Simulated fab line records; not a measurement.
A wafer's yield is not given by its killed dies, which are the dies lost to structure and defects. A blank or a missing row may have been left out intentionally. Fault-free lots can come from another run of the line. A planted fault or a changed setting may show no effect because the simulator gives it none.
What tool caused it? | flow n5 finfet | 33 wafers from 11 lots sampled at 5 of the route's 1938 steps

== WHAT THE GAUGES SHOWED, per wafer ==
N5_GATE_CUT_OVL_MEAS_14.
lot  | measured    | on         | GATE_CUT_OVL (nm)
L470 | day 4 17:25 | overlay-01 | -0.8 0.4 0.0
L472 | day 5 01:06 | overlay-02 | -1.8 0.3 0.3
L473 | day 5 06:30 | overlay-01 | -0.4 -1.0 0.8
L475 | day 5 17:35 | overlay-01 | -1.7 -1.1 -2.1
L476 | day 5 23:01 | overlay-02 | -0.2 -1.0 -1.6
L478 | day 6 10:43 | overlay-01 | -0.3 -0.8 -0.4
L479 | day 6 17:07 | overlay-02 | -1.9 -1.7 -1.1
L482 | day 7 12:49 | overlay-02 | 4.1 3.2 3.8
L483 | day 7 16:45 | overlay-02 | 3.9 4.8 5.1
L484 | day 8 00:35 | overlay-02 | 4.7 4.1 3.9
L485 | day 8 07:50 | overlay-01 | 3.9 4.5 4.6

== TOOL THAT RAN EACH LOT (tool first, then ch and the chambers of the sampled wafers, then the start) ==
lot  | N5_GATE_CUT_ETCHBACK_00          | N5_GATE_CUT_ETCH_58               | N5_GATE_CUT_CMP_02           | N5_GATE_CUT_EXPOSE_10
L470 | rie metal-01 ch 0,1, day 4 13:32 | rie diel-06 ch 0,1,2, day 4 13:59 | cmp-03 ch 0,1,2, day 4 16:37 | euv scanner-02 ch 0, day 4 17:15
L472 | rie metal-01 ch 0,1, day 4 20:38 | rie diel-05 ch 0,1,2, day 4 21:01 | cmp-02 ch 1,2,3, day 5 00:24 | euv scanner-02 ch 0, day 5 00:56
L473 | rie metal-03 ch 0,1, day 5 01:41 | rie diel-04 ch 0,1, day 5 02:01   | cmp-03 ch 1,2,3, day 5 05:48 | euv scanner-02 ch 0, day 5 06:20
L475 | rie metal-03 ch 0,1, day 5 13:40 | rie diel-05 ch 1,3, day 5 14:04   | cmp-02 ch 0,2,3, day 5 16:45 | euv scanner-01 ch 0, day 5 17:25
L476 | rie metal-01 ch 1, day 5 19:26   | rie diel-04 ch 0,2, day 5 19:43   | cmp-03 ch 1,2,3, day 5 22:23 | euv scanner-01 ch 0, day 5 22:51
L478 | rie metal-01 ch 0,1, day 6 07:10 | rie diel-06 ch 1,2,3, day 6 07:25 | cmp-03 ch 0,1, day 6 10:00   | euv scanner-02 ch 0, day 6 10:33
L479 | rie metal-01 ch 0,1, day 6 13:34 | rie diel-06 ch 1,2,3, day 6 13:49 | cmp-04 ch 0,2,3, day 6 16:29 | euv scanner-02 ch 0, day 6 16:58
L482 | rie metal-02 ch 0,1, day 7 08:26 | rie diel-04 ch 1,2, day 7 08:44   | cmp-03 ch 2,3, day 7 12:07   | euv scanner-01 ch 0, day 7 12:39
L483 | rie metal-01 ch 1, day 7 12:55   | rie diel-06 ch 0,3, day 7 13:26   | cmp-03 ch 0,1, day 7 16:02   | euv scanner-01 ch 0, day 7 16:35
L484 | rie metal-01 ch 1, day 7 20:44   | rie diel-04 ch 0,1, day 7 21:18   | cmp-04 ch 0,1,2, day 7 23:53 | euv scanner-01 ch 0, day 8 00:25
L485 | rie metal-01 ch 0,1, day 8 04:05 | rie diel-05 ch 1,2, day 8 04:32   | cmp-03 ch 1,2, day 8 07:08   | euv scanner-01 ch 0, day 8 07:40
- N5_GATE_CUT_ETCHBACK_00: etches W in SF6/Cl2.
- N5_GATE_CUT_ETCH_58: etches SiNx in CH3F/O2, target depth 17 nm, time 128.6 s.
- N5_GATE_CUT_CMP_02: polishes, stops on SiO2, t overpolish 12.7 s, target thk 0 nm.
- N5_GATE_CUT_EXPOSE_10: exposes mask GATE CUT, target cd 20 nm.

== THE ANSWER, worked out from the rows above alone ==
Rule: what is usual is taken from the lots themselves. The widest of any qualifying gaps counts: lots, ordered by their means at a reading, are off when they make up no more than a third of the lots, leave a main group of 4 or more, and stand apart from it by 3 or more times the standard deviation of that group's means. Not used: any main group whose means are identical at the precision the tables above print for the reading. Also off: a lot with no number at a reading for which 4 or more lots have one. The other lots that the step has rows for count as sound.
Across all readings shown, no lot is off: no conclusion can be drawn from this.

== WHAT THE SIMULATOR HAD INSERTED ==
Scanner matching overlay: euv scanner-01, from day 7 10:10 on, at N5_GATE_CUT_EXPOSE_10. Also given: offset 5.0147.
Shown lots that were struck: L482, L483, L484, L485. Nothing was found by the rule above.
